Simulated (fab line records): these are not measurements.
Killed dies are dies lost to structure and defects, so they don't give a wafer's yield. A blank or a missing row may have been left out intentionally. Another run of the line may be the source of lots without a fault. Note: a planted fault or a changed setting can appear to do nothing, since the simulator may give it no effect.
Which of the tools did it? :: flow n5 finfet :: 24 lots, 72 wafers sampled, at 4 steps of a route of 1938

== WHAT EACH GAUGE READ, for each wafer ==
N5_FIN_SAQP_INSPECT_40: inspects for defects (brightfield).
lot: L074
measured: day 2 02:44
on: defect inspect-02
raw defect count: 191 151 205

lot: L075
measured: day 2 10:23
on: defect inspect-02
raw defect count: 463 646 386

lot: L076
measured: day 2 15:36
on: defect inspect-02
raw defect count: 210 225 174

lot: L077
measured: day 2 22:04
on: defect inspect-01
raw defect count: 343 361 265

lot: L078
measured: day 3 02:47
on: defect inspect-01
raw defect count: 217 218 230

lot: L079
measured: day 3 10:00
on: defect inspect-01
raw defect count: 303 231 264

lot: L080
measured: day 3 15:02
on: defect inspect-01
raw defect count: 201 220 285

lot: L081
measured: day 3 21:25
on: defect inspect-01
raw defect count: 236 287 323

lot: L082
measured: day 4 03:16
on: defect inspect-02
raw defect count: 199 299 501

lot: L083
measured: day 4 09:01
on: defect inspect-01
raw defect count: 277 201 209

lot: L084
measured: day 4 16:11
on: defect inspect-02
raw defect count: 348 322 244

lot: L085
measured: day 4 21:53
on: defect inspect-01
raw defect count: 253 251 246

lot: L086
measured: day 5 02:14
on: defect inspect-02
raw defect count: 246 363 303

lot: L087
measured: day 5 10:51
on: defect inspect-02
raw defect count: 217 177 149

lot: L088
measured: day 5 16:02
on: defect inspect-01
raw defect count: 262 338 306

lot: L089
measured: day 5 22:08
on: defect inspect-02
raw defect count: 234 165 141

lot: L090
measured: day 6 02:31
on: defect inspect-01
raw defect count: 235 246 252

lot: L091
measured: day 6 08:23
on: defect inspect-01
raw defect count: 300 186 177

lot: L092
measured: day 6 15:17
on: defect inspect-02
raw defect count: 190 289 274

lot: L093
measured: day 6 20:41
on: defect inspect-01
raw defect count: 522 339 273

lot: L094
measured: day 7 03:08
on: defect inspect-02
raw defect count: 247 215 390

lot: L095
measured: day 7 09:19
on: defect inspect-02
raw defect count: 153 135 97

lot: L096
measured: day 7 14:39
on: defect inspect-02
raw defect count: 265 166 183

lot: L097
measured: day 7 19:49
on: defect inspect-02
raw defect count: 248 288 234

N5_FIN_CUT_CD_MEAS_08: target cd 29.1 nm.
lot: L074
measured: day 2 03:02
on: cd sem-01
cd nm (nm): 28.69 28.99 29.18

lot: L075
measured: day 2 10:49
on: cd sem-02
cd nm (nm): 29.22 29.42 29.32

lot: L076
measured: day 2 16:01
on: cd sem-03
cd nm (nm): 28.98 29.00 29.24

lot: L077
measured: day 2 22:22
on: cd sem-01
cd nm (nm): 28.95 29.37 28.95

lot: L078
measured: day 3 03:13
on: cd sem-01
cd nm (nm): 28.54 29.38 29.09

lot: L079
measured: day 3 10:18
on: cd sem-01
cd nm (nm): 28.82 28.87 28.48

lot: L080
measured: day 3 15:20
on: cd sem-01
cd nm (nm): 29.22 29.21 29.02

lot: L081
measured: day 3 21:51
on: cd sem-02
cd nm (nm): 28.68 28.61 28.54

lot: L082
measured: day 4 03:35
on: cd sem-02
cd nm (nm): 29.02 28.99 29.04

lot: L083
measured: day 4 09:27
on: cd sem-02
cd nm (nm): 28.82 29.27 28.58

lot: L084
measured: day 4 16:29
on: cd sem-02
cd nm (nm): 29.39 29.07 28.95

lot: L085
measured: day 4 22:11
on: cd sem-02
cd nm (nm): 29.24 29.13 29.08

lot: L086
measured: day 5 02:40
on: cd sem-01
cd nm (nm): 28.97 28.72 29.06

lot: L087
measured: day 5 11:09
on: cd sem-01
cd nm (nm): 29.08 28.83 29.22

lot: L088
measured: day 5 16:20
on: cd sem-01
cd nm (nm): 28.77 28.60 29.08

lot: L089
measured: day 5 22:26
on: cd sem-01
cd nm (nm): 29.13 29.39 29.10

lot: L090
measured: day 6 02:59
on: cd sem-03
cd nm (nm): 28.72 28.83 29.20

lot: L091
measured: day 6 08:41
on: cd sem-03
cd nm (nm): 29.22 29.28 28.84

lot: L092
measured: day 6 15:35
on: cd sem-03
cd nm (nm): 28.60 29.13 28.89

lot: L093
measured: day 6 21:07
on: cd sem-01
cd nm (nm): 28.98 28.83 28.92

lot: L094
measured: day 7 03:34
on: cd sem-02
cd nm (nm): 28.96 28.92 29.03

lot: L095
measured: day 7 09:44
on: cd sem-03
cd nm (nm): 28.80 29.05 28.96

lot: L096
measured: day 7 15:05
on: cd sem-03
cd nm (nm): 29.18 29.09 28.83

lot: L097
measured: day 7 20:15
on: cd sem-01
cd nm (nm): 29.37 29.09 28.77

N5_FIN_CUT_OVL_MEAS_09.
lot: L074
measured: day 2 03:05
on: overlay-01
FIN_CUT_OVL (nm): -1.4 -0.2 0.0

lot: L075
measured: day 2 10:50
on: overlay-01
FIN_CUT_OVL (nm): 0.5 0.5 0.3

lot: L076
measured: day 2 16:03
on: overlay-01
FIN_CUT_OVL (nm): -0.9 -0.6 0.2

lot: L077
measured: day 2 22:24
on: overlay-01
FIN_CUT_OVL (nm): -1.0 -0.4 -0.7

lot: L078
measured: day 3 03:15
on: overlay-01
FIN_CUT_OVL (nm): -0.2 -0.5 0.1

lot: L079
measured: day 3 10:20
on: overlay-01
FIN_CUT_OVL (nm): 0.9 0.9 -0.8

lot: L080
measured: day 3 15:22
on: overlay-02
FIN_CUT_OVL (nm): 0.0 -0.2 -1.2

lot: L081
measured: day 3 21:53
on: overlay-01
FIN_CUT_OVL (nm): -1.2 -2.0 -0.8

lot: L082
measured: day 4 03:38
on: overlay-01
FIN_CUT_OVL (nm): -0.7 0.0 -1.0

lot: L083
measured: day 4 09:29
on: overlay-01
FIN_CUT_OVL (nm): -0.7 0.1 -1.5

lot: L084
measured: day 4 16:31
on: overlay-01
FIN_CUT_OVL (nm): -0.2 0.1 -0.5

lot: L085
measured: day 4 22:13
on: overlay-02
FIN_CUT_OVL (nm): -0.1 0.0 -0.2

lot: L086
measured: day 5 02:42
on: overlay-01
FIN_CUT_OVL (nm): -0.8 -1.1 -1.7

lot: L087
measured: day 5 11:11
on: overlay-01
FIN_CUT_OVL (nm): -1.8 -1.7 -1.0

lot: L088
measured: day 5 16:23
on: overlay-01
FIN_CUT_OVL (nm): -0.2 -0.7 -1.7

lot: L089
measured: day 5 22:28
on: overlay-01
FIN_CUT_OVL (nm): 0.2 -0.9 0.2

lot: L090
measured: day 6 03:01
on: overlay-02
FIN_CUT_OVL (nm): -0.5 -1.3 -1.8

lot: L091
measured: day 6 08:43
on: overlay-02
FIN_CUT_OVL (nm): -1.4 -1.4 -1.5

lot: L092
measured: day 6 15:38
on: overlay-02
FIN_CUT_OVL (nm): 0.1 0.2 0.5

lot: L093
measured: day 6 21:10
on: overlay-01
FIN_CUT_OVL (nm): -0.7 -0.8 -1.0

lot: L094
measured: day 7 03:36
on: overlay-01
FIN_CUT_OVL (nm): 0.3 -1.0 0.4

lot: L095
measured: day 7 09:46
on: overlay-01
FIN_CUT_OVL (nm): -0.5 -0.6 -1.0

lot: L096
measured: day 7 15:07
on: overlay-01
FIN_CUT_OVL (nm): -1.0 -0.4 -1.5

lot: L097
measured: day 7 20:17
on: overlay-01
FIN_CUT_OVL (nm): -1.1 -1.6 -2.1

== TOOL THAT RAN EACH LOT (tool first, then ch and the chambers of the sampled wafers, then the start) ==
lot: L074
N5_FIN_SAQP_PECVD_48: pecvd-01 ch 0,1,2, day 1 21:51

lot: L075
N5_FIN_SAQP_PECVD_48: pecvd-01 ch 0,1,2, day 2 04:49

lot: L076
N5_FIN_SAQP_PECVD_48: pecvd-01 ch 0,2, day 2 08:35

lot: L077
N5_FIN_SAQP_PECVD_48: pecvd-01 ch 0,1,2, day 2 16:55

lot: L078
N5_FIN_SAQP_PECVD_48: pecvd-03 ch 0,1, day 2 21:04

lot: L079
N5_FIN_SAQP_PECVD_48: pecvd-02 ch 0,1,2, day 3 04:06

lot: L080
N5_FIN_SAQP_PECVD_48: pecvd-03 ch 1,2, day 3 09:56

lot: L081
N5_FIN_SAQP_PECVD_48: pecvd-03 ch 0,2, day 3 15:32

lot: L082
N5_FIN_SAQP_PECVD_48: pecvd-02 ch 0,1,2, day 3 22:20

lot: L083
N5_FIN_SAQP_PECVD_48: pecvd-01 ch 0,1,2, day 4 03:55

lot: L084
N5_FIN_SAQP_PECVD_48: pecvd-02 ch 0,2, day 4 09:47

lot: L085
N5_FIN_SAQP_PECVD_48: pecvd-01 ch 0,2, day 4 15:28

lot: L086
N5_FIN_SAQP_PECVD_48: pecvd-03 ch 0,1,2, day 4 21:02

lot: L087
N5_FIN_SAQP_PECVD_48: pecvd-03 ch 1,2, day 5 04:49

lot: L088
N5_FIN_SAQP_PECVD_48: pecvd-03 ch 0,1, day 5 09:44

lot: L089
N5_FIN_SAQP_PECVD_48: pecvd-03 ch 0,1, day 5 15:40

lot: L090
N5_FIN_SAQP_PECVD_48: pecvd-02 ch 0,1,2, day 5 21:22

lot: L091
N5_FIN_SAQP_PECVD_48: pecvd-01 ch 1,2, day 6 03:06

lot: L092
N5_FIN_SAQP_PECVD_48: pecvd-01 ch 0,1,2, day 6 09:10

lot: L093
N5_FIN_SAQP_PECVD_48: pecvd-01 ch 0,2, day 6 15:11

lot: L094
N5_FIN_SAQP_PECVD_48: pecvd-02 ch 0,1,2, day 6 21:07

lot: L095
N5_FIN_SAQP_PECVD_48: pecvd-02 ch 0,2, day 7 03:17

lot: L096
N5_FIN_SAQP_PECVD_48: pecvd-01 ch 1,2, day 7 09:47

lot: L097
N5_FIN_SAQP_PECVD_48: pecvd-01 ch 1,2, day 7 14:52
- N5_FIN_SAQP_PECVD_48: deposits SiNx from SiH4/NH3/N2, target thk 25 nm, time 22.1 s.

== AS READ BY THE TOOLS THEMSELVES (means over the sampled wafers that have a number; for cases with no such wafer, the mark the record gives instead) ==
N5_FIN_SAQP_PECVD_48.
lot: L074
tool: pecvd-01
heater power w (W): 764
showerhead plenum p Torr (Torr): 5.14
throttle valve pct (%): 38.3

lot: L075
tool: pecvd-01
heater power w (W): 733
showerhead plenum p Torr (Torr): 5.14
throttle valve pct (%): 38.5

lot: L076
tool: pecvd-01
heater power w (W): 685
showerhead plenum p Torr (Torr): 5.13
throttle valve pct (%): 37.6

lot: L077
tool: pecvd-01
heater power w (W): 770
showerhead plenum p Torr (Torr): 5.14
throttle valve pct (%): 38.3

lot: L078
tool: pecvd-03
heater power w (W): 817
showerhead plenum p Torr (Torr): 5.11
throttle valve pct (%): 39.0

lot: L079
tool: pecvd-02
heater power w (W): 821
showerhead plenum p Torr (Torr): 5.16
throttle valve pct (%): 38.8

lot: L080
tool: pecvd-03
heater power w (W): 857
showerhead plenum p Torr (Torr): 5.01
throttle valve pct (%): 38.3

lot: L081
tool: pecvd-03
heater power w (W): 770
showerhead plenum p Torr (Torr): 4.99
throttle valve pct (%): 37.9

lot: L082
tool: pecvd-02
heater power w (W): 770
showerhead plenum p Torr (Torr): 5.15
throttle valve pct (%): 38.8

lot: L083
tool: pecvd-01
heater power w (W): 740
showerhead plenum p Torr (Torr): 5.13
throttle valve pct (%): 38.5

lot: L084
tool: pecvd-02
heater power w (W): 904
showerhead plenum p Torr (Torr): 5.18
throttle valve pct (%): 38.5

lot: L085
tool: pecvd-01
heater power w (W): 807
showerhead plenum p Torr (Torr): 5.18
throttle valve pct (%): 37.0

lot: L086
tool: pecvd-03
heater power w (W): 824
showerhead plenum p Torr (Torr): 5.05
throttle valve pct (%): 38.5

lot: L087
tool: pecvd-03
heater power w (W): 860
showerhead plenum p Torr (Torr): 5.01
throttle valve pct (%): 38.3

lot: L088
tool: pecvd-03
heater power w (W): 782
showerhead plenum p Torr (Torr): 5.09
throttle valve pct (%): 38.8

lot: L089
tool: pecvd-03
heater power w (W): 775
showerhead plenum p Torr (Torr): 5.09
throttle valve pct (%): 38.6

lot: L090
tool: pecvd-02
heater power w (W): 794
showerhead plenum p Torr (Torr): 5.15
throttle valve pct (%): 38.9

lot: L091
tool: pecvd-01
heater power w (W): 638
showerhead plenum p Torr (Torr): 5.07
throttle valve pct (%): 39.4

lot: L092
tool: pecvd-01
heater power w (W): 719
showerhead plenum p Torr (Torr): 5.14
throttle valve pct (%): 38.9

lot: L093
tool: pecvd-01
heater power w (W): 771
showerhead plenum p Torr (Torr): 5.13
throttle valve pct (%): 37.8

lot: L094
tool: pecvd-02
heater power w (W): 855
showerhead plenum p Torr (Torr): 5.15
throttle valve pct (%): 39.0

lot: L095
tool: pecvd-02
heater power w (W): 796
showerhead plenum p Torr (Torr): 5.16
throttle valve pct (%): 39.1

lot: L096
tool: pecvd-01
heater power w (W): 730
showerhead plenum p Torr (Torr): 5.07
throttle valve pct (%): 40.0

lot: L097
tool: pecvd-01
heater power w (W): 670
showerhead plenum p Torr (Torr): 5.08
throttle valve pct (%): 39.2

== THE ANSWER, worked out from the rows above alone ==
Rule: the usual values come from the lots themselves. Put in order of their means at a reading, lots are off if they are a third of the lots or fewer, leave a main group of 4 or more, and stand apart from it by a gap of 3 or more times the standard deviation of the main group's means; of several such gaps the widest counts. A main group whose means are all the same, to the digits that the tables above print for the reading, isn't used. Also off: a lot with no number at a reading for which 4 or more lots have one. All remaining lots with rows at the step are treated as sound. First the gauges in route order, then the tools' own readings, where a lot's mean is used as printed above. The first step at which some lot is off is used, and at that step the reading that is off furthest; a lot without a number counts as furthest.
None of the lots is off at any reading shown; this tells nothing.

== WHAT THE SIMULATOR HAD INSERTED ==
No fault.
